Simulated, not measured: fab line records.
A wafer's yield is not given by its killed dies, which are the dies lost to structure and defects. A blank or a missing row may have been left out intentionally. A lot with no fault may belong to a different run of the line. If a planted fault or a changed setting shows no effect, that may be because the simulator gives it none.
fab line records	flow n5-finfet
[record] lots = 24	wafers = 72	last-day = 20
route steps=1938 shown BEOL_M1@820 BEOL_M2@841
lots that met no fault: from a run of the same line without faults
start-h: the number of hours between the record's first day and the start of the first shown wafer of the lot	wait-h: how many hours have passed since the lot's step before this one	" the same as in the row above	L1.1+2: a row that stands for several wafers	- either no value or no given start	* or withheld: withheld	< > ~ a bound
route shown NAME@n: names a module that has steps shown in the file, with the first one's number in the route	usual: average and standard deviation across the fault-free wafers	same: alike in all rows	chamber/n: place in a boat	sites: per-site readings	_std_site: how widely they spread, as a standard deviation	_edge_site: mean of outer sites minus mean of inner sites	radius-mm: how far each site lies from the wafer's centre	mask NAME#n: copy n	behind: the most recent tool/chamber to have shaped the wafer	hold: reason for holding the lot/hours on hold/outcome of the hold	device: names the non-switching transistor (n, p or np)	end of line: tests run on the same wafers once the route is complete	a step given without rows: its recipe and nothing more	killed: not the wafer's yield, but the dies lost to structure and defects at the first sort	map: shows each die of a wafer: x if killed, . if not, _ if none is there
set.NAME: the setting that was run; set.NAME@STEP: the one run at that earlier step	model.NAME: the simulator's own value behind a step, which no gauge read
route steps across a sampled set of lots; one table per step, one row per wafer
services: from which hour (start-h, from the record's first day; less than 0 if before it) a tool's chamber was out of use, for how many hours, and why
[[steps]]
[step N5_BEOL_M1_SPUTTER_86]
[recipe] material = Cu	target-thk-a = 45	temp-c = -20	chamber-pressure-pa = 0.07	power-w = withheld	time-s = 8.29
[usual] chamber-pressure-pa = 0.07/0.00014	susceptor-temp-C = -20.02/0.1	throttle-valve-pct = 29.5/1
[same] time-s = 8.29
lot.wafer	tool	chamber	start-h	wait-h	chamber-pressure-pa	susceptor-temp-C	throttle-valve-pct
L074.2	pvd-sputter-02	-	131.13	0.1	0.06978	-20.05	28.6
L074.5	"	-	"	"	0.06978	-19.96	28.4
L074.6	"	-	"	"	0.0699	-20.14	29.7
L075.2	pvd-sputter-02	-	141.33	0.1	0.07007	-20.02	28.6
L075.3	"	-	"	"	0.07001	-20.05	31.4
L075.4	"	-	"	"	0.07021	-19.96	30.0
L076.1	pvd-sputter-03	-	143.55	0.1	0.07029	-19.93	30.6
L076.2	"	-	"	"	0.07006	-19.83	28.8
L076.4	"	-	"	"	0.07002	-20.02	28.0
L077.1	pvd-sputter-01	-	150.71	0.1	0.06994	-19.90	30.8
L077.2	"	-	"	"	0.06965	-20.01	28.6
L077.5	"	-	"	"	0.06982	-20.02	28.3
L078.1	pvd-sputter-03	-	150.91	0.1	0.07011	-20.25	29.0
L078.3	"	-	"	"	0.07004	-20.02	28.0
L078.5	"	-	"	"	0.06995	-19.91	27.8
L079.3	pvd-sputter-03	-	184.10	0.1	0.07009	-20.10	28.0
L079.5	"	-	"	"	0.07019	-20.00	29.2
L079.6	"	-	"	"	0.06987	-20.11	29.1
L080.3	pvd-sputter-03	-	185.98	0.1	0.06992	-20.01	30.7
L080.5	"	-	"	"	0.06998	-19.96	27.8
L080.6	"	-	"	"	0.06969	-19.88	29.1
L081.1	pvd-sputter-01	-	186.21	0.1	0.06991	-20.13	28.6
L081.3	"	-	"	"	0.07004	-20.06	31.2
L081.6	"	-	"	"	0.07021	-20.03	31.2
L082.1	pvd-sputter-01	-	223.18	0.1	0.07004	-20.04	30.9
L082.3	"	-	"	"	0.07007	-19.99	28.1
L082.4	"	-	"	"	0.07012	-19.88	28.8
L083.1	pvd-sputter-02	-	228.49	0.1	0.06978	-19.97	28.7
L083.4	"	-	"	"	0.06993	-20.16	30.0
L083.6	"	-	"	"	0.06974	-20.07	30.6
L084.1	pvd-sputter-01	-	230.09	0.1	0.07001	-19.81	28.7
L084.2	"	-	"	"	0.07015	-20.01	28.8
L084.4	"	-	"	"	0.06985	-19.94	31.2
L085.2	pvd-sputter-03	-	240.67	0.1	0.07004	-20.08	30.5
L085.3	"	-	"	"	0.07001	-20.09	29.1
L085.6	"	-	"	"	0.06996	-20.04	29.4
L086.1	pvd-sputter-02	-	243.62	0.1	0.07001	-19.93	30.2
L086.4	"	-	"	"	0.07018	-19.85	28.7
L086.6	"	-	"	"	0.07024	-20.15	31.3
L088.2	pvd-sputter-02	-	246.26	0.1	0.07013	-20.02	28.7
L088.4	"	-	"	"	0.06995	-19.97	30.4
L088.5	"	-	"	"	0.06976	-19.98	30.1
L087.2	pvd-sputter-03	-	246.33	0.1	0.06992	-20.00	28.9
L087.3	"	-	"	"	0.07028	-20.11	29.4
L087.5	"	-	"	"	0.06998	-20.15	30.6
L089.2	pvd-sputter-03	-	277.49	0.1	0.07013	-19.95	27.9
L089.4	"	-	"	"	0.07003	-20.10	29.4
L089.5	"	-	"	"	0.06981	-20.11	27.9
L092.1	pvd-sputter-03	-	281.17	0.1	0.07002	-20.13	29.1
L092.2	"	-	"	"	0.07016	-20.19	30.7
L092.5	"	-	"	"	0.07	-19.99	29.1
L090.1	pvd-sputter-01	-	281.38	0.1	0.06991	-20.04	28.9
L090.4	"	-	"	"	0.07002	-20.00	28.5
L090.5	"	-	"	"	0.06992	-20.15	28.9
L091.1	pvd-sputter-02	-	282.05	0.1	0.0701	-19.92	28.7
L091.4	"	-	"	"	0.06995	-19.88	31.1
L091.6	"	-	"	"	0.06993	-19.98	30.2
L093.1	pvd-sputter-03	-	284.85	0.1	0.06994	-19.94	27.8
L093.3	"	-	"	"	0.06988	-20.04	30.6
L093.5	"	-	"	"	0.07001	-19.95	30.5
L096.1	pvd-sputter-01	-	312.33	0.1	0.06984	-19.93	29.0
L096.2	"	-	"	"	0.07012	-19.96	30.3
L096.3	"	-	"	"	0.07024	-20.12	31.3
L095.1	pvd-sputter-02	-	312.35	0.1	0.07002	-20.13	29.9
L095.2	"	-	"	"	0.06988	-20.05	28.7
L095.4	"	-	"	"	0.06977	-19.93	30.3
L094.1	pvd-sputter-03	-	313.23	0.1	0.06996	-19.87	29.0
L094.4	"	-	"	"	0.07018	-19.94	27.9
L094.5	"	-	"	"	0.06989	-19.77	29.2
L097.4	pvd-sputter-01	-	314.49	0.1	0.06999	-20.03	29.9
L097.5	"	-	"	"	0.0699	-20.27	31.1
L097.6	"	-	"	"	0.06976	-19.77	29.8
[step N5_BEOL_M1_CO_CAP_55]
[recipe] material = Co	target-thk-a = 20	temp-c = 200	precursor = CCTBA/H2	pressure-torr = 30	time-s = 102.1
[usual] chamber-pressure-Torr = 30.00/0.07	heater-power-w = 236/24	susceptor-temp-C = 200.01/0.14
[same] time-s = 102.1
lot.wafer	tool	chamber	start-h	wait-h	chamber-pressure-Torr	heater-power-w	susceptor-temp-C
L074.2	cvd-co-02	1	133.17	0.0	29.82	273	200.03
L074.5	"	2	"	"	29.83	210	200.08
L074.6	"	0	"	"	30.04	227	200.22
L075.2	cvd-co-01	0	143.29	0.0	30.00	222	200.16
L075.3	"	2	"	"	29.93	235	200.22
L075.4	"	1	"	"	29.92	244	200.08
L076.1	cvd-co-01	1	145.52	0.0	30.04	248	199.81
L076.2	"	0	"	"	30.10	222	199.98
L076.4	"	0	"	"	30.04	220	199.77
L077.1	cvd-co-01	0	152.68	0.0	30.00	224	199.75
L077.2	"	1	"	"	29.99	247	200.00
L077.5	"	1	"	"	30.00	239	200.09
L078.1	cvd-co-02	1	152.91	0.0	30.07	275	200.27
L078.3	"	0	"	"	29.96	234	199.96
L078.5	"	1	"	"	29.96	274	200.02
L079.3	cvd-co-01	2	186.07	0.0	30.08	240	199.85
L079.5	"	0	"	"	29.97	225	199.95
L079.6	"	2	"	"	30.04	233	199.82
L080.3	cvd-co-01	2	187.96	0.0	30.03	236	200.29
L080.5	"	0	"	"	30.10	225	200.03
L080.6	"	2	"	"	30.06	230	200.09
L081.1	cvd-co-02	1	188.19	0.0	30.08	283	199.86
L081.3	"	0	"	"	29.90	226	199.83
L081.6	"	1	"	"	30.09	276	200.24
L082.1	cvd-co-01	0	225.49	0.0	29.96	222	200.00
L082.3	"	2	"	"	30.06	237	199.93
L082.4	"	1	"	"	29.95	240	200.21
L083.1	cvd-co-02	2	230.51	0.0	29.93	207	200.20
L083.4	"	0	"	"	29.88	230	199.88
L083.6	"	1	"	"	30.09	272	199.65
L084.1	cvd-co-01	0	232.05	0.0	30.01	229	200.21
L084.2	"	1	"	"	30.02	246	199.90
L084.4	"	2	"	"	29.97	226	199.99
L085.2	cvd-co-02	2	242.65	0.0	30.08	204	199.94
L085.3	"	0	"	"	29.88	231	200.22
L085.6	"	2	"	"	30.04	209	200.10
L086.1	cvd-co-01	2	245.59	0.0	29.98	230	200.08
L086.4	"	0	"	"	29.91	219	200.09
L086.6	"	2	"	"	29.92	241	199.97
L088.2	cvd-co-02	0	248.32	0.0	29.99	233	199.81
L088.4	"	0	"	"	30.03	226	199.99
L088.5	"	2	"	"	30.04	206	200.05
L087.2	cvd-co-01	0	248.55	0.0	29.93	222	200.25
L087.3	"	1	"	"	30.04	244	200.06
L087.5	"	1	"	"	29.89	242	200.04
L089.2	cvd-co-02	0	279.72	0.0	30.01	233	200.09
L089.4	"	2	"	"	29.92	204	199.89
L089.5	"	1	"	"	30.08	284	200.01
L090.1	cvd-co-02	0	283.56	0.0	29.97	232	199.89
L090.4	"	2	"	"	29.96	201	200.04
L090.5	"	0	"	"	29.88	223	200.08
L092.1	cvd-co-02	0	283.95	0.0	30.00	236	199.75
L092.2	"	2	"	"	30.01	207	200.10
L092.5	"	1	"	"	29.91	276	200.26
L091.1	cvd-co-02	2	284.38	0.0	30.07	202	199.71
L091.4	"	2	"	"	30.09	207	200.00
L091.6	"	1	"	"	29.94	282	199.77
L093.1	cvd-co-02	0	286.81	0.0	29.97	227	199.88
L093.3	"	1	"	"	30.01	270	199.93
L093.5	"	2	"	"	29.95	210	199.97
L096.1	cvd-co-02	0	314.30	0.0	30.19	226	200.21
L096.2	"	1	"	"	30.02	283	199.96
L096.3	"	2	"	"	30.02	210	199.93
L095.1	cvd-co-02	1	314.67	0.0	30.08	277	200.07
L095.2	"	2	"	"	30.04	203	199.87
L095.4	"	0	"	"	30.06	236	200.06
L094.1	cvd-co-02	1	315.21	0.0	30.02	272	200.26
L094.4	"	2	"	"	30.15	205	199.91
L094.5	"	1	"	"	29.97	279	200.37
L097.4	cvd-co-02	1	316.49	0.0	29.97	281	199.97
L097.5	"	0	"	"	30.01	235	200.03
L097.6	"	2	"	"	30.02	208	199.92
[step N5_BEOL_M1_RS_MEAS_58]
[recipe] thk-meas-gauge = four-point-probe	reads = Co_of_BEOL_M1_CO_CAP_55+Cu_of_BEOL_M1_ECD_50+Co_of_BEOL_M1_CVD_47+TaN_of_BEOL_M1_ALD_84
[usual] M1_RS = 0.667/0.027
lot.wafer	tool	chamber	start-h	wait-h	M1_RS[ohm/sq]
L074.2	film-metro-01	-	133.36	0.1	0.707
L074.5	"	-	"	"	0.646
L074.6	"	-	"	"	0.679
L075.2	film-metro-02	-	143.52	0.1	0.692
L075.3	"	-	"	"	0.633
L075.4	"	-	"	"	0.667
L076.1	film-metro-01	-	145.70	0.0	0.711
L076.2	"	-	"	"	0.701
L076.4	"	-	"	"	0.680
L077.1	film-metro-01	-	152.89	0.1	0.672
L077.2	"	-	"	"	0.668
L077.5	"	-	"	"	0.633
L078.1	film-metro-01	-	153.12	0.1	0.677
L078.3	"	-	"	"	0.676
L078.5	"	-	"	"	0.672
L079.3	film-metro-02	-	186.25	0.1	0.627
L079.5	"	-	"	"	0.669
L079.6	"	-	"	"	0.663
L080.3	film-metro-01	-	188.15	0.1	0.651
L080.5	"	-	"	"	0.635
L080.6	"	-	"	"	0.649
L081.1	film-metro-01	-	188.37	0.0	0.632
L081.3	"	-	"	"	0.640
L081.6	"	-	"	"	0.639
L082.1	film-metro-01	-	225.68	0.0	0.685
L082.3	"	-	"	"	0.703
L082.4	"	-	"	"	0.730
L083.1	film-metro-01	-	230.69	0.0	0.688
L083.4	"	-	"	"	0.640
L083.6	"	-	"	"	0.635
L084.1	film-metro-01	-	232.24	0.0	0.648
L084.2	"	-	"	"	0.697
L084.4	"	-	"	"	0.623
L085.2	film-metro-02	-	242.83	0.1	0.684
L085.3	"	-	"	"	0.711
L085.6	"	-	"	"	0.676
L086.1	film-metro-01	-	245.78	0.0	0.705
L086.4	"	-	"	"	0.662
L086.6	"	-	"	"	0.637
L088.2	film-metro-01	-	248.51	0.1	0.661
L088.4	"	-	"	"	0.628
L088.5	"	-	"	"	0.654
L087.2	film-metro-02	-	248.73	0.1	0.722
L087.3	"	-	"	"	0.669
L087.5	"	-	"	"	0.672
L089.2	film-metro-01	-	279.91	0.1	0.658
L089.4	"	-	"	"	0.644
L089.5	"	-	"	"	0.627
L090.1	film-metro-02	-	283.74	0.0	0.680
L090.4	"	-	"	"	0.632
L090.5	"	-	"	"	0.654
L092.1	film-metro-01	-	284.13	0.0	0.689
L092.2	"	-	"	"	0.715
L092.5	"	-	"	"	0.665
L091.1	film-metro-02	-	284.56	0.0	0.706
L091.4	"	-	"	"	0.637
L091.6	"	-	"	"	0.629
L093.1	film-metro-02	-	287.00	0.0	0.659
L093.3	"	-	"	"	0.683
L093.5	"	-	"	"	0.639
L096.1	film-metro-01	-	314.49	0.0	0.647
L096.2	"	-	"	"	0.636
L096.3	"	-	"	"	0.683
L095.1	film-metro-01	-	314.86	0.0	0.729
L095.2	"	-	"	"	0.698
L095.4	"	-	"	"	0.670
L094.1	film-metro-01	-	315.39	0.0	0.681
L094.4	"	-	"	"	0.635
L094.5	"	-	"	"	0.654
L097.4	film-metro-01	-	316.64	0.0	0.623
L097.5	"	-	"	"	0.647
L097.6	"	-	"	"	0.637
[step N5_BEOL_M1_INSPECT_59]
[recipe] inspect-instrument = darkfield	mode = post-dep
[usual] raw-defect-count = 77/34
lot.wafer	tool	chamber	start-h	wait-h	raw-defect-count
L074.2	defect-inspect-02	-	133.38	0.0	60
L074.5	"	-	"	"	72
L074.6	"	-	"	"	50
L075.2	defect-inspect-02	-	143.55	0.0	52
L075.3	"	-	"	"	69
L075.4	"	-	"	"	81
L076.1	defect-inspect-01	-	145.72	0.0	58
L076.2	"	-	"	"	60
L076.4	"	-	"	"	77
L077.1	defect-inspect-01	-	152.92	0.0	75
L077.2	"	-	"	"	63
L077.5	"	-	"	"	84
L078.1	defect-inspect-01	-	153.15	0.0	77
L078.3	"	-	"	"	57
L078.5	"	-	"	"	45
L079.3	defect-inspect-02	-	186.28	0.0	74
L079.5	"	-	"	"	100
L079.6	"	-	"	"	74
L080.3	defect-inspect-02	-	188.17	0.0	64
L080.5	"	-	"	"	47
L080.6	"	-	"	"	66
L081.1	defect-inspect-01	-	188.40	0.0	33
L081.3	"	-	"	"	29
L081.6	"	-	"	"	50
L082.1	defect-inspect-02	-	225.70	0.0	117
L082.3	"	-	"	"	157
L082.4	"	-	"	"	108
L083.1	defect-inspect-01	-	230.72	0.0	140
L083.4	"	-	"	"	101
L083.6	"	-	"	"	55
L084.1	defect-inspect-02	-	232.26	0.0	52
L084.2	"	-	"	"	54
L084.4	"	-	"	"	72
L085.2	defect-inspect-01	-	242.86	0.0	90
L085.3	"	-	"	"	164
L085.6	"	-	"	"	64
L086.1	defect-inspect-01	-	245.80	0.0	53
L086.4	"	-	"	"	39
L086.6	"	-	"	"	75
L088.2	defect-inspect-01	-	249.35	0.8	78
L088.4	"	-	"	"	68
L088.5	"	-	"	"	72
L087.2	defect-inspect-01	-	249.36	0.6	65
L087.3	"	-	"	"	66
L087.5	"	-	"	"	55
L089.2	defect-inspect-02	-	279.93	0.0	101
L089.4	"	-	"	"	73
L089.5	"	-	"	"	49
L090.1	defect-inspect-01	-	283.77	0.0	72
L090.4	"	-	"	"	51
L090.5	"	-	"	"	104
L092.1	defect-inspect-02	-	284.15	0.0	94
L092.2	"	-	"	"	64
L092.5	"	-	"	"	79
L091.1	defect-inspect-01	-	284.59	0.0	201
L091.4	"	-	"	"	114
L091.6	"	-	"	"	229
L093.1	defect-inspect-02	-	287.02	0.0	90
L093.3	"	-	"	"	71
L093.5	"	-	"	"	62
L096.1	defect-inspect-01	-	314.51	0.0	80
L096.2	"	-	"	"	71
L096.3	"	-	"	"	78
L095.1	defect-inspect-01	-	314.88	0.0	65
L095.2	"	-	"	"	51
L095.4	"	-	"	"	58
L094.1	defect-inspect-02	-	315.42	0.0	96
L094.4	"	-	"	"	166
L094.5	"	-	"	"	87
L097.4	defect-inspect-01	-	316.95	0.3	88
L097.5	"	-	"	"	67
L097.6	"	-	"	"	63
[step N5_BEOL_M2_ILD_DEP_00]
[recipe] material = SiOC	target-thk-a = 790	temp-c = 350	precursor = DEMS/O2	pressure-torr = 5	rf-w = 500	time-s = 15.3
[usual] chamber-pressure-Torr = 5.001/0.012	heater-power-w = 484/76	rf-fwd-power-W = 493.2/2.3	showerhead-plenum-p-Torr = 5.688/0.019	susceptor-temp-C = 349.99/0.23	throttle-valve-pct = 11.8/0.54
[same] time-s = 15.3
lot.wafer	tool	chamber	start-h	wait-h	chamber-pressure-Torr	heater-power-w	rf-fwd-power-W	showerhead-plenum-p-Torr	susceptor-temp-C	throttle-valve-pct
L074.2	pecvd-03	2	133.42	0.0	4.991	514	494.1	5.695	350.17	12.2
L074.5	"	1	"	"	4.996	537	492.4	5.677	350.04	12.4
L074.6	"	2	"	"	5.003	516	493.6	5.690	350.48	12.5
L075.2	pecvd-01	2	143.58	0.0	5.004	536	491.7	5.684	350.18	11.7
L075.3	"	0	"	"	5.021	518	496.1	5.692	349.73	12.7
L075.4	"	0	"	"	4.999	523	495.5	5.687	349.91	12.7
L076.1	pecvd-02	2	145.76	0.0	5.007	422	494.1	5.672	349.81	11.0
L076.2	"	0	"	"	5.029	378	494.5	5.718	349.95	11.6
L076.4	"	2	"	"	5.001	422	494.3	5.691	349.62	10.9
L077.1	pecvd-01	2	152.95	0.0	4.978	574	490.6	5.679	350.05	11.9
L077.2	"	0	"	"	5.006	505	493.3	5.692	350.01	12.5
L077.5	"	1	"	"	5.001	394	487.3	5.677	349.76	11.8
L078.1	pecvd-02	2	153.19	0.0	4.994	462	494.6	5.670	349.82	11.4
L078.3	"	2	"	"	4.991	471	495.1	5.675	350.26	11.2
L078.5	"	0	"	"	5.009	390	492.1	5.726	350.10	11.6
L079.3	pecvd-01	1	186.31	0.0	4.980	427	492.1	5.677	349.78	11.6
L079.5	"	0	"	"	4.993	492	498.7	5.689	350.16	12.5
L079.6	"	2	"	"	5.006	558	488.6	5.664	350.10	11.9
L080.3	pecvd-01	2	188.21	0.0	4.998	591	491.4	5.676	349.87	11.9
L080.5	"	2	"	"	4.981	616	490.3	5.673	349.71	11.7
L080.6	"	0	"	"	5.017	506	494.0	5.684	349.92	12.6
L081.1	pecvd-02	1	188.44	0.0	4.981	460	494.5	5.697	349.86	12.0
L081.3	"	2	"	"	5.008	494	495.2	5.687	350.04	11.2
L081.6	"	2	"	"	4.987	495	494.8	5.674	349.87	11.2
L082.1	pecvd-03	1	225.74	0.0	5.000	576	495.2	5.666	349.81	12.5
L082.3	"	1	"	"	4.986	578	493.4	5.664	349.94	12.2
L082.4	"	0	"	"	5.011	537	494.7	5.696	350.33	11.9
L083.1	pecvd-02	1	230.76	0.0	4.993	376	495.9	5.706	349.88	11.8
L083.4	"	2	"	"	5.016	497	493.8	5.682	350.12	11.0
L083.6	"	1	"	"	4.993	391	494.3	5.694	349.95	11.9
L084.1	pecvd-03	1	232.30	0.0	4.978	575	494.1	5.674	349.81	12.5
L084.2	"	2	"	"	5.010	525	490.7	5.675	350.22	10.9
L084.4	"	2	"	"	5.005	528	495.4	5.671	350.17	10.8
L085.2	pecvd-02	0	242.90	0.0	4.983	367	493.1	5.727	350.41	11.7
L085.3	"	1	"	"	5.001	394	494.4	5.685	349.70	11.8
L085.6	"	2	"	"	4.996	484	495.6	5.681	350.04	11.1
L086.1	pecvd-01	1	245.84	0.0	5.004	399	490.6	5.663	349.90	11.9
L086.4	"	2	"	"	5.007	625	492.4	5.676	350.07	12.1
L086.6	"	0	"	"	5.003	471	495.9	5.681	349.95	12.5
L088.2	pecvd-02	1	249.42	0.1	4.981	471	493.3	5.690	349.74	11.8
L088.4	"	0	"	"	4.991	371	494.2	5.738	350.13	11.6
L088.5	"	1	"	"	4.975	481	493.3	5.680	350.13	11.8
L087.2	pecvd-03	1	249.43	0.1	5.003	589	494.3	5.664	349.99	12.5
L087.3	"	2	"	"	5.012	494	493.3	5.679	350.24	10.8
L087.5	"	2	"	"	5.012	495	493.9	5.666	349.89	10.8
L089.2	pecvd-02	2	279.97	0.0	4.999	425	493.9	5.694	349.59	11.0
L089.4	"	0	"	"	5.021	389	494.1	5.721	349.99	11.9
L089.5	"	2	"	"	5.000	435	494.1	5.681	349.88	11.2
L090.1	pecvd-03	2	283.81	0.0	5.016	549	496.4	5.669	350.21	10.7
L090.4	"	2	"	"	5.014	555	496.3	5.689	350.26	10.6
L090.5	"	1	"	"	4.999	587	493.7	5.679	350.07	12.1
L092.1	pecvd-02	2	284.19	0.0	5.006	479	493.4	5.686	349.96	11.0
L092.2	"	0	"	"	5.000	396	491.8	5.727	349.68	11.7
L092.5	"	2	"	"	4.987	458	496.4	5.675	349.85	11.1
L091.1	pecvd-03	1	284.62	0.0	5.004	568	494.0	5.681	349.95	12.2
L091.4	"	0	"	"	4.990	540	492.3	5.701	349.99	12.3
L091.6	"	1	"	"	5.000	560	495.1	5.676	349.95	12.4
L093.1	pecvd-01	2	287.06	0.0	4.979	659	492.1	5.676	349.80	12.0
L093.3	"	0	"	"	5.019	446	495.9	5.690	350.40	12.6
L093.5	"	2	"	"	4.988	640	490.2	5.682	349.93	12.1
L096.1	pecvd-03	1	314.55	0.0	4.992	540	493.0	5.677	350.65	12.2
L096.2	"	0	"	"	5.014	578	492.9	5.684	349.75	12.1
L096.3	"	2	"	"	5.003	511	490.9	5.684	349.98	10.7
L095.1	pecvd-01	0	314.92	0.0	4.994	435	498.0	5.689	350.03	12.5
L095.2	"	2	"	"	4.981	613	487.3	5.665	349.87	12.1
L095.4	"	0	"	"	4.989	438	494.6	5.693	349.74	12.6
L094.1	pecvd-03	0	315.46	0.0	4.991	560	493.3	5.697	350.18	12.4
L094.4	"	1	"	"	4.994	550	495.3	5.673	349.89	12.1
L094.5	"	2	"	"	4.984	488	493.7	5.669	349.71	10.6
L097.4	pecvd-01	2	317.00	0.1	5.010	543	488.0	5.672	349.82	12.3
L097.5	"	0	"	"	4.996	417	498.3	5.701	350.08	12.4
L097.6	"	1	"	"	4.998	375	487.9	5.666	349.57	11.9
[step N5_BEOL_M2_SPUTTER_48]
[recipe] material = Cu	target-thk-a = 45	temp-c = -20	chamber-pressure-pa = 0.07	power-w = withheld	time-s = 8.29
[usual] chamber-pressure-pa = 0.07003/0.00014	susceptor-temp-C = -20.01/0.094	throttle-valve-pct = 29.6/1.1
[same] time-s = 8.29
lot.wafer	tool	chamber	start-h	wait-h	chamber-pressure-pa	susceptor-temp-C	throttle-valve-pct
L074.2	pvd-sputter-03	-	139.21	0.3	0.06994	-20.12	27.8
L074.5	"	-	"	"	0.0701	-20.20	29.0
L074.6	"	-	"	"	0.0701	-19.94	29.2
L075.2	pvd-sputter-02	-	150.41	0.3	0.06996	-20.22	29.9
L075.3	"	-	"	"	0.07006	-20.03	28.5
L075.4	"	-	"	"	0.07005	-20.00	31.5
L076.1	pvd-sputter-02	-	171.92	0.1	0.06978	-19.94	30.1
L076.2	"	-	"	"	0.06996	-19.95	29.8
L076.4	"	-	"	"	0.0701	-20.10	29.8
L077.1	pvd-sputter-03	-	172.13	0.1	0.06995	-20.06	29.1
L077.2	"	-	"	"	0.07005	-20.07	30.4
L077.5	"	-	"	"	0.06988	-20.00	29.3
L078.1	pvd-sputter-02	-	180.47	0.3	0.06973	-20.06	29.9
L078.3	"	-	"	"	0.07009	-19.95	31.5
L078.5	"	-	"	"	0.07027	-20.05	31.1
L079.3	pvd-sputter-02	-	216.78	0.1	0.0702	-19.99	28.6
L079.5	"	-	"	"	0.07013	-20.15	31.4
L079.6	"	-	"	"	0.06994	-20.09	28.7
L080.3	pvd-sputter-03	-	225.82	0.1	0.0699	-20.16	30.6
L080.5	"	-	"	"	0.07015	-19.98	27.9
L080.6	"	-	"	"	0.06982	-20.11	30.7
L081.1	pvd-sputter-03	-	227.66	1.6	0.07007	-19.92	29.0
L081.3	"	-	"	"	0.06998	-20.24	27.9
L081.6	"	-	"	"	0.06991	-19.95	28.9
L082.1	pvd-sputter-02	-	229.67	0.2	0.07019	-20.07	28.9
L082.3	"	-	"	"	0.06985	-19.93	29.6
L082.4	"	-	"	"	0.06999	-19.97	31.5
L083.1	pvd-sputter-02	-	241.08	0.2	0.06989	-19.87	28.8
L083.4	"	-	"	"	0.07017	-19.96	31.4
L083.6	"	-	"	"	0.07015	-19.95	30.1
L084.1	pvd-sputter-03	-	242.47	0.1	0.06986	-20.01	28.0
L084.2	"	-	"	"	0.07012	-20.12	30.8
L084.4	"	-	"	"	0.0701	-20.05	29.1
L085.2	pvd-sputter-03	-	256.82	0.1	0.07003	-20.02	28.8
L085.3	"	-	"	"	0.07007	-20.12	30.8
L085.6	"	-	"	"	0.07025	-20.15	29.2
L086.1	pvd-sputter-01	-	256.99	0.1	0.07024	-19.96	30.0
L086.4	"	-	"	"	0.06987	-19.99	28.9
L086.6	"	-	"	"	0.07017	-19.90	31.2
L087.2	pvd-sputter-03	-	258.66	1.6	0.0699	-20.08	29.0
L087.3	"	-	"	"	0.06972	-19.98	30.7
L087.5	"	-	"	"	0.06991	-20.06	27.8
L088.2	pvd-sputter-01	-	258.83	1.7	0.07008	-20.18	28.8
L088.4	"	-	"	"	0.06985	-19.96	30.2
L088.5	"	-	"	"	0.06994	-19.90	30.9
L089.2	pvd-sputter-02	-	284.89	0.2	0.07026	-19.98	29.8
L089.4	"	-	"	"	0.07004	-20.09	31.5
L089.5	"	-	"	"	0.06981	-19.95	28.5
L090.1	pvd-sputter-02	-	289.05	0.7	0.06982	-20.09	30.0
L090.4	"	-	"	"	0.07021	-20.09	28.5
L090.5	"	-	"	"	0.07009	-20.05	28.5
L092.1	pvd-sputter-01	-	292.48	0.1	0.07021	-19.98	29.0
L092.2	"	-	"	"	0.06996	-20.09	29.7
L092.5	"	-	"	"	0.07017	-20.01	29.6
L091.1	pvd-sputter-03	-	292.61	0.1	0.0699	-19.95	29.0
L091.4	"	-	"	"	0.0701	-20.09	28.9
L091.6	"	-	"	"	0.07013	-20.20	29.1
L093.1	pvd-sputter-01	-	294.44	0.2	0.06992	-19.95	30.0
L093.3	"	-	"	"	0.06997	-19.96	28.5
L093.5	"	-	"	"	0.06998	-20.05	31.2
L096.1	pvd-sputter-03	-	324.42	0.3	0.07024	-19.95	29.6
L096.2	"	-	"	"	0.06999	-19.96	27.7
L096.3	"	-	"	"	0.07007	-20.01	28.9
L095.1	pvd-sputter-02	-	324.53	0.3	0.07	-19.96	28.5
L095.2	"	-	"	"	0.07031	-20.00	30.2
L095.4	"	-	"	"	0.07003	-20.17	29.8
L094.1	pvd-sputter-02	-	327.71	0.2	0.07036	-19.95	29.9
L094.4	"	-	"	"	0.07012	-19.98	28.7
L094.5	"	-	"	"	0.07005	-19.93	30.4
L097.4	pvd-sputter-03	-	327.99	0.3	0.06993	-19.95	29.4
L097.5	"	-	"	"	0.07005	-19.91	28.1
L097.6	"	-	"	"	0.07015	-20.02	29.1
[[services]]
tool	chamber	start-h	hours	kind
pecvd-03	2	109.76	2.1	scheduled-down
cvd-co-01	1	114.67	-	clean
cvd-co-01	1	114.67	22.0	scheduled-down
cvd-co-01	1	114.67	22.0	vent-cycle
cvd-co-02	2	118.84	5.1	repair
pecvd-01	1	119.59	2.1	scheduled-down
pvd-sputter-01	-	127.38	0.8	repair
pecvd-02	1	133.62	50.0	repair
cvd-co-01	-	143.59	0.8	repair
pecvd-03	1	146.92	6.6	repair
pecvd-02	0	169.29	4.4	repair
pecvd-02	2	179.60	2.1	scheduled-down
pvd-sputter-03	-	188.94	5.9	repair
cvd-co-01	-	195.89	6.0	pm
cvd-co-02	-	201.89	2.8	pm
pecvd-03	2	202.38	-	clean
pecvd-03	2	202.38	-	consumable-replace:showerhead
pvd-sputter-02	-	202.44	2.8	repair
pvd-sputter-03	-	211.08	3.7	repair
pecvd-02	-	223.04	0.3	repair
cvd-co-02	2	223.43	4.4	repair
pecvd-02	-	261.64	0.5	repair
cvd-co-01	-	266.85	28.1	pm
pecvd-02	-	267.16	1.1	repair
[[key]]
fault none
